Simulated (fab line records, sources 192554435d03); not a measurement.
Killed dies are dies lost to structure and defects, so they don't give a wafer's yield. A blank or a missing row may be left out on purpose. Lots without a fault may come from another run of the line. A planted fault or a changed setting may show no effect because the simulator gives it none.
Which tool did it? | flow n5_finfet | 10 lots, 26 wafers sampled, at 4 steps of a route of 1938

WHAT THE GAUGES READ, wafer by wafer
N5_FIN_CUT_CD_MEAS_08: target cd 29.1 nm.
lot  | measured    | on        | cd_nm (nm)
L891 | day 2 15:07 | cd_sem-02 | 28.88 28.97
L892 | day 2 21:10 | cd_sem-02 | 29.26 28.98 29.50
L899 | day 4 16:35 | cd_sem-03 | 30.55 31.04 30.89
L900 | day 4 22:16 | cd_sem-02 | 30.24 29.85 30.03
L902 | day 5 09:23 | cd_sem-01 | 29.49 29.10 29.22
L905 | day 6 03:47 | cd_sem-02 | 29.71 29.27 29.15
L907 | day 6 14:55 | cd_sem-03 | 29.36 29.10
L908 | day 6 19:53 | cd_sem-03 | 29.08 29.44 29.28
L909 | day 7 02:23 | cd_sem-01 | 29.53 29.03
L911 | day 7 14:44 | cd_sem-03 | 29.12 28.79

WHICH TOOL RAN EACH LOT (tool, then ch and the chambers of the sampled wafers, then the start)
lot  | N5_FIN_SAQP_RECESS_71             | N5_FIN_SAQP_ETCH_64             | N5_FIN_CUT_EXPOSE_05
L891 | vapor_etch-02 ch 0, day 2 13:04   | rie_si-04 ch 0,1, day 2 14:24   | euv_scanner-02 ch 0, day 2 14:58
L892 | vapor_etch-01 ch 0,1, day 2 19:13 | rie_si-06 ch 0,3, day 2 20:35   | euv_scanner-02 ch 0, day 2 21:02
L899 | vapor_etch-02 ch 0,1, day 4 14:55 | rie_si-02 ch 0,2, day 4 15:59   | euv_scanner-02 ch 0, day 4 16:28
L900 | vapor_etch-01 ch 0,1, day 4 20:13 | rie_si-06 ch 2,3, day 4 21:41   | euv_scanner-02 ch 0, day 4 22:08
L902 | vapor_etch-01 ch 0,1, day 5 07:44 | rie_si-06 ch 0,1, day 5 08:49   | euv_scanner-01 ch 0, day 5 09:14
L905 | vapor_etch-02 ch 0,1, day 6 01:34 | rie_si-04 ch 0,1,3, day 6 03:05 | euv_scanner-01 ch 0, day 6 03:40
L907 | vapor_etch-02 ch 0,1, day 6 13:12 | rie_si-04 ch 0, day 6 14:11     | euv_scanner-01 ch 0, day 6 14:47
L908 | vapor_etch-01 ch 0,1, day 6 18:22 | rie_si-04 ch 0,2,3, day 6 19:19 | euv_scanner-01 ch 0, day 6 19:46
L909 | vapor_etch-01 ch 0,1, day 7 00:46 | rie_si-02 ch 0,2, day 7 01:48   | euv_scanner-01 ch 0, day 7 02:15
L911 | vapor_etch-02 ch 0, day 7 12:56   | rie_si-06 ch 0,3, day 7 14:02   | euv_scanner-01 ch 0, day 7 14:37
- N5_FIN_SAQP_RECESS_71: chemistry HF/NH3, target SiO2, target depth 3 nm, afs cycles 1, sublimation time 60 s.
- N5_FIN_SAQP_ETCH_64: etches SiO2 in CF4, target depth 1.5 nm.
- N5_FIN_CUT_EXPOSE_05: exposes mask FIN CUT.

THE ANSWER, worked out from the rows above alone
Rule: what is usual is taken from the lots themselves. Put in order of their means at a reading, lots are off if they are a third of the lots or fewer, leave a main group of 4 or more, and stand apart from it by a gap of 3 or more times the standard deviation of the main group's means; of several such gaps the widest counts. A main group whose means are all the same, to the digits that the tables above print for the reading, isn't used. A lot without any number at a reading at which 4 lots or more have one is off too. The other lots that the step has rows for count as sound.
Off: L899, L900, at N5_FIN_CUT_CD_MEAS_08 (cd_nm). The main group: mean 29.19 nm, standard deviation 0.15.
A tool fits if, at a process step before that reading, it ran every lot that is off, and no sound lot after the first of them. The gauges at N5_FIN_CUT_CD_MEAS_08 are tried like those tools. One fits: euv_scanner-02 at N5_FIN_CUT_EXPOSE_05. Its last sound lot is L892 (day 2 21:02), its first lot that is off L899 (day 4 16:28): a fault that began between those two fits.

WHAT THE SIMULATOR HAD PUT IN
Process parameter drift: euv_scanner-02, from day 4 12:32 on, at N5_FIN_CUT_EXPOSE_05. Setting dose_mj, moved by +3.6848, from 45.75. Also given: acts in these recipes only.
Lots struck among those shown: L899, L900. The rule above found the same.
